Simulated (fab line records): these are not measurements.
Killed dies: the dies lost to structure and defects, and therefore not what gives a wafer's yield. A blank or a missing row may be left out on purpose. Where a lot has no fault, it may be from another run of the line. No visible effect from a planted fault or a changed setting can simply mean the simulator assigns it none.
Lot-split experiment | flow n5 finfet | on a route of 1938 steps: 7 lots, 21 wafers read

## THE SPLIT ITSELF
At N5_MOL_CONTACT_COAG_CVD_140 (deposits W, target thk 66.5 nm, time 215 s), the setting target thk a was moved away from the recipe's 665 angstrom on 7 of the 21 wafers read, by -13.1% to +8.8%. This setting was run at the recipe's value on the other wafers.

## FROM THE SPLIT TO THE READING: what the file shows between them, 2 steps
- N5_MOL_CONTACT_COAG_PRECLEAN_127: cleans in DIW, time 57.5 s
- N5_MOL_CONTACT_COAG_SRD_128: dry time 32 s

## THE READING
W_of_MOL_CONTACT_COAG_CVD_140.thk nm (the simulator's own value, which no gauge read), in nm, at N5_MOL_CONTACT_COAG_CMP_52 (polishes, stops on SiO2, t overpolish 1.5 s, target thk 66.5 nm). No usual value for it is given in the file. Across the 14 wafers here that went through the recipe, the average is 66.2 nm and the standard deviation 0.7 nm.

wafer  | tool, chamber at the split | target thk a as run, angstrom | against the recipe | W_of_MOL_CONTACT_COAG_CVD_140.thk nm, nm | against lot-mates on the recipe
L074.4 | cvd w-02, 0                | 665                           | recipe             | 65.4                                     | -
L074.2 | cvd w-02, 0                | 665                           | recipe             | 65.8                                     | -
L074.6 | cvd w-02, 0                | 665                           | recipe             | 66.2                                     | -
L075.2 | cvd w-01, 0                | 705.8                         | +6.1%              | 66.6                                     | +0.4
L075.4 | cvd w-01, 1                | 665                           | recipe             | 66.6                                     | -
L075.6 | cvd w-01, 1                | 665                           | recipe             | 65.8                                     | -
L082.4 | cvd w-01, 0                | 610.8                         | -8.2%              | 59.6                                     | -5.8
L082.6 | cvd w-01, 0                | 610.8                         | -8.2%              | 59.6                                     | -5.8
L082.3 | cvd w-01, 1                | 665                           | recipe             | 65.4                                     | -
L084.4 | cvd w-01, 0                | 723.5                         | +8.8%              | 67.6                                     | +1.4
L084.3 | cvd w-01, 1                | 723.5                         | +8.8%              | 67.8                                     | +1.6
L084.6 | cvd w-01, 0                | 665                           | recipe             | 66.2                                     | -
L086.2 | cvd w-02, 1                | 665                           | recipe             | 67.4                                     | -
L086.1 | cvd w-02, 0                | 665                           | recipe             | 65.2                                     | -
L086.6 | cvd w-02, 1                | 665                           | recipe             | 65.8                                     | -
L093.4 | cvd w-01, 1                | 665                           | recipe             | 67.4                                     | -
L093.1 | cvd w-01, 1                | 665                           | recipe             | 67                                       | -
L093.2 | cvd w-01, 0                | 665                           | recipe             | 66.8                                     | -
L095.1 | cvd w-02, 0                | 578.1                         | -13.1%             | 57.8                                     | -8.6
L095.4 | cvd w-02, 1                | 578.1                         | -13.1%             | 57.6                                     | -8.8
L095.6 | cvd w-02, 0                | 665                           | recipe             | 66.4                                     | -

THE FIT
A straight line over all 21 wafers: W_of_MOL_CONTACT_COAG_CVD_140.thk nm changes by +0.516 nm for each +1% of target thk a; r = +0.91; the points scatter about the line by 1.4 nm.
The same after taking each lot's own level away (the mean of its wafers on the recipe; 21 wafers): +0.504 nm for each +1%; r = +0.92; scatter 1.3 nm.
On that fit, the largest move of target thk a shifts the reading by 6.6 nm.
Across the lots, their own levels run from 65.40 to 67.07 nm, a range of 2.4 times the standard deviation given above.
The two slopes agree, so the slope changes little with the lot-to-lot level.
Check: -6.89 nm against its lot-mates is what the line predicts for one of the wafers moved furthest among these (-13.1%) when that wafer is left out of the fit. It came out at -8.6 nm against them.

## THE OTHER SPLITS THESE WAFERS WENT THROUGH
Note: prior to the reading, these wafers also went through further splits. Each is held against what the fit with the lots' levels taken away leaves over:
other split on the same wafers          | wafers away from the commonest value | r with W_of_MOL_CONTACT_COAG_CVD_140.thk nm (lot level and that fit taken away)
N5_MOL_CONTACT_COAG_COAT_34 spin rpm    | 6                                    | -0.03
N5_MOL_CONTACT_COAG_VIA_ETCH_117 bias w | 8                                    | -0.19

## THE WHOLE CHAIN: every reading that the file lists as answering this split, in the file's order
step                        | what it does                                                    | reading                                                                               | change (the file's fit)               | r (the file's)
N5_MOL_CONTACT_COAG_CVD_140 | deposits W, target thk 66.5 nm, time 215 s                      | W_of_MOL_CONTACT_COAG_CVD_140.thk nm (the simulator's own value, which no gauge read) | +0.662 nm for each +1% of the setting | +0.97
N5_MOL_CONTACT_COAG_CMP_52  | polishes, stops on SiO2, t overpolish 1.5 s, target thk 66.5 nm | W_of_MOL_CONTACT_COAG_CVD_140.thk nm (the simulator's own value, which no gauge read) | +0.501 nm for each +1% of the setting | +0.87

## FILE'S OWN FIT
W_of_MOL_CONTACT_COAG_CVD_140.thk nm changes by +0.501 nm for each +1% of target thk a, r = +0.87.
